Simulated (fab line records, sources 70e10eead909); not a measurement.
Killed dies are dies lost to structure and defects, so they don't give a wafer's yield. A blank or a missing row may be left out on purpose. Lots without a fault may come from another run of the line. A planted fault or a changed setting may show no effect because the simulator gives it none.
Problem report in the 8D (eight disciplines) form, filled by code | flow nand_harc | the parts of the form that need people (team, actions taken, sign-off) are left out

1. THE PROBLEM
thk_nm at NHARC_A_DECK1_JOINT_THK_MEAS_17 reads a mean of 52.5 nm on 4 wafers of 3 lots; wafers without a fault read 45.2 nm with a standard deviation of 1.2. That is +6.1 standard deviations from the usual mean.
The step: measures by ellipsometry.
First seen on wafer L284.6, day 19 03:28, on film_metro-02. The record holds 35 wafers of 12 lots with a number at this step. Rule for "out", or "out of limits": more than 4 standard deviations from the usual mean. The other wafers with a number count as sound.

2. WHAT IT IS AND WHAT IT IS NOT
question                    | is                             | is not
which readings at this step | thk_nm                         | -
which lots                  | L284, L285, L287               | L270, L272, L273, L274, L275, L278, L280, L281, L282
which wafers of those lots  | L284.6, L285.1, L285.6, L287.6 | L284.3, L284.5, L285.2, L287.5
read on which gauges        | film_metro-01, film_metro-02   | -
when                        | from day 19 03:28              | up to then (29 sound wafers); but 2 sound wafers of L285, L287 came after

3. SUSPECTS, AND WHAT RULES EACH OUT
Counting: a tool at a process step up to the reading stays a suspect if it ran every lot that is out. Sound lots after the first of them don't rule it out here, since some wafers of a struck lot are sound.
- the gauge at NHARC_A_DECK1_JOINT_THK_MEAS_17: ruled out. The wafers that are out were read on 2 gauges (film_metro-01, film_metro-02).
- pecvd-03 at NHARC_A_DECK1_JOINT_DEP_16 (deposits SiO2, target thk 45 nm): kept. It ran every lot that is out, first L284 (day 19 03:15); its last sound lot up to then is L275 (day 14 17:55).
Left after counting: pecvd-03 at NHARC_A_DECK1_JOINT_DEP_16.

4. THE CAUSE (what the simulator had put in)
Process parameter drift: pecvd-03, from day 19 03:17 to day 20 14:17, at NHARC_A_DECK1_JOINT_DEP_16. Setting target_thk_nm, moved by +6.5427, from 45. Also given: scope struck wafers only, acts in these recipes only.
Counting left only this tool.

5. THE CHAIN OF EFFECTS, in route order
Each row: a reading whose mean over the struck wafers that have a number lies more than 3 standard deviations from the usual. Only readings for which the record gives a usual standard deviation are gone through. hours: the time from each lot's start at the first step in this table that gives one to its start at this step, as a median over the lots. sigmas: the change in usual standard deviations.
hours | step                            | reading | usual   | on struck wafers | change | sigmas
0     | NHARC_A_DECK1_JOINT_THK_MEAS_17 | thk_nm  | 45.2 nm | 52.5             | +7.3   | +6.1
Later measuring or inspecting steps at which every struck wafer that the step has a row for has a number for every such reading, and none has moved that far: NHARC_A_ONON_D2_THK_MEAS_08, NHARC_END_SORT_01.

6. WHAT WOULD HAVE CAUGHT IT SOONER
In this record the first reading out of limits at a measuring or inspecting step was taken at day 19 03:28, 0 hours after the fault began at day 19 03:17.
Of the tool readings at NHARC_A_DECK1_JOINT_DEP_16 for which the record gives a usual standard deviation, none was out on any struck wafer, so an alarm limit of 4 standard deviations on them would not have fired.
Of the lots that are out (3), L287 began NHARC_A_DECK1_JOINT_DEP_16 on pecvd-03 after day 19 03:28. A hold on the tool at that time would have spared it.
